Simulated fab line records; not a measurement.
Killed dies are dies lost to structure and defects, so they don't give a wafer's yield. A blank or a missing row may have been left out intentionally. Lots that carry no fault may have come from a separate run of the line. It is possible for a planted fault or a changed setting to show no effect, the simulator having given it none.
Which of the tools did it? / flow n5 finfet / 36 wafers from 12 lots sampled at 4 of the route's 1938 steps

== WHAT THE GAUGES SHOWED, per wafer ==
N5_FIN_SAQP_CD_MEAS_27 targets a cd of 20 nm.
lot=L075; measured=day 2 06:37; on=cd sem-02; cd nm (nm)=20.27 20.02 20.34
lot=L077; measured=day 2 20:02; on=cd sem-01; cd nm (nm)=20.37 20.47 20.49
lot=L079; measured=day 3 06:25; on=cd sem-03; cd nm (nm)=19.81 19.92 20.35
lot=L081; measured=day 3 17:49; on=cd sem-03; cd nm (nm)=20.11 20.04 20.36
lot=L083; measured=day 4 08:49; on=cd sem-03; cd nm (nm)=20.09 20.29 20.18
lot=L085; measured=day 4 19:10; on=cd sem-03; cd nm (nm)=20.67 19.67 20.04
lot=L087; measured=day 5 06:37; on=cd sem-02; cd nm (nm)=20.16 20.16 20.30
lot=L089; measured=day 5 17:44; on=cd sem-01; cd nm (nm)=20.09 20.26 20.28
lot=L091; measured=day 6 05:16; on=cd sem-03; cd nm (nm)=20.05 20.23 20.27
lot=L093; measured=day 6 18:17; on=cd sem-02; cd nm (nm)=20.35 20.20 20.42
lot=L095; measured=day 7 07:20; on=cd sem-02; cd nm (nm)=20.63 20.15 20.38
lot=L097; measured=day 7 20:54; on=cd sem-02; cd nm (nm)=20.03 20.44 20.53

== WHAT TOOL EACH LOT RAN ON (gives the tool, then ch and the chambers of the sampled wafers, and finally the start) ==
lot=L075; N5_FIN_SAQP_DESCUM_21=rie diel-04 ch 0,1,3, day 2 04:36; N5_FIN_SAQP_ETCH_51=rie diel-04 ch 0,1,3, day 2 04:38; N5_FIN_SAQP_ETCH_52=rie diel-04 ch 0,1,3, day 2 04:42
lot=L077; N5_FIN_SAQP_DESCUM_21=rie diel-03 ch 0,2,3, day 2 17:23; N5_FIN_SAQP_ETCH_51=rie diel-03 ch 0,2,3, day 2 17:25; N5_FIN_SAQP_ETCH_52=rie diel-03 ch 0,2,3, day 2 17:28
lot=L079; N5_FIN_SAQP_DESCUM_21=rie diel-05 ch 1,3, day 3 03:59; N5_FIN_SAQP_ETCH_51=rie diel-05 ch 1,3, day 3 04:01; N5_FIN_SAQP_ETCH_52=rie diel-05 ch 1,3, day 3 04:05
lot=L081; N5_FIN_SAQP_DESCUM_21=rie diel-04 ch 0,1,2, day 3 15:49; N5_FIN_SAQP_ETCH_51=rie diel-04 ch 0,1,2, day 3 15:50; N5_FIN_SAQP_ETCH_52=rie diel-04 ch 0,1,2, day 3 15:54
lot=L083; N5_FIN_SAQP_DESCUM_21=rie diel-04 ch 1,3, day 4 06:47; N5_FIN_SAQP_ETCH_51=rie diel-04 ch 1,3, day 4 06:50; N5_FIN_SAQP_ETCH_52=rie diel-04 ch 1,3, day 4 06:53
lot=L085; N5_FIN_SAQP_DESCUM_21=rie diel-05 ch 0,2, day 4 15:53; N5_FIN_SAQP_ETCH_51=rie diel-05 ch 0,2, day 4 15:55; N5_FIN_SAQP_ETCH_52=rie diel-05 ch 0,2, day 4 15:59
lot=L087; N5_FIN_SAQP_DESCUM_21=rie diel-04 ch 0,1,2, day 5 04:27; N5_FIN_SAQP_ETCH_51=rie diel-04 ch 0,1,2, day 5 04:29; N5_FIN_SAQP_ETCH_52=rie diel-04 ch 0,1,2, day 5 04:32
lot=L089; N5_FIN_SAQP_DESCUM_21=rie diel-04 ch 1,2,3, day 5 15:44; N5_FIN_SAQP_ETCH_51=rie diel-04 ch 1,2,3, day 5 15:46; N5_FIN_SAQP_ETCH_52=rie diel-04 ch 1,2,3, day 5 15:49
lot=L091; N5_FIN_SAQP_DESCUM_21=rie diel-03 ch 1,2,3, day 6 03:15; N5_FIN_SAQP_ETCH_51=rie diel-03 ch 1,2,3, day 6 03:17; N5_FIN_SAQP_ETCH_52=rie diel-03 ch 1,2,3, day 6 03:21
lot=L093; N5_FIN_SAQP_DESCUM_21=rie diel-04 ch 1,3, day 6 15:52; N5_FIN_SAQP_ETCH_51=rie diel-04 ch 1,3, day 6 15:55; N5_FIN_SAQP_ETCH_52=rie diel-04 ch 1,3, day 6 15:58
lot=L095; N5_FIN_SAQP_DESCUM_21=rie diel-05 ch 0,1,3, day 7 05:08; N5_FIN_SAQP_ETCH_51=rie diel-05 ch 0,1,3, day 7 05:11; N5_FIN_SAQP_ETCH_52=rie diel-05 ch 0,1,3, day 7 05:14
lot=L097; N5_FIN_SAQP_DESCUM_21=rie diel-05 ch 0,1,3, day 7 17:35; N5_FIN_SAQP_ETCH_51=rie diel-05 ch 0,1,3, day 7 17:38; N5_FIN_SAQP_ETCH_52=rie diel-05 ch 0,1,3, day 7 17:41
- N5_FIN_SAQP_DESCUM_21: chemistry O2, time 7.9 s.
- N5_FIN_SAQP_ETCH_51: etches SiARC in CF4, target depth 45.5 nm, time 75.8 s.
- N5_FIN_SAQP_ETCH_52: etches SOC in N2/H2, target depth 100 nm, overetch 20 nm, time 150 s.

== THE ANSWER, worked out from the rows above alone ==
Rule: usual is defined by the lots themselves. Put in order of their means at a reading, lots are off if they are a third of the lots or fewer, leave a main group of 4 or more, and stand apart from it by a gap of 3 or more times the standard deviation of the main group's means; of several such gaps the widest counts. A main group is skipped when, at the precision printed for the reading in the tables above, its means are all equal. Also off: a lot with no number at a reading for which 4 or more lots have one. Any other lot the step has rows for is counted as sound.
No lot is off on any of the readings shown, so nothing can be concluded from this.

== WHAT WAS PUT IN BY THE SIMULATOR ==
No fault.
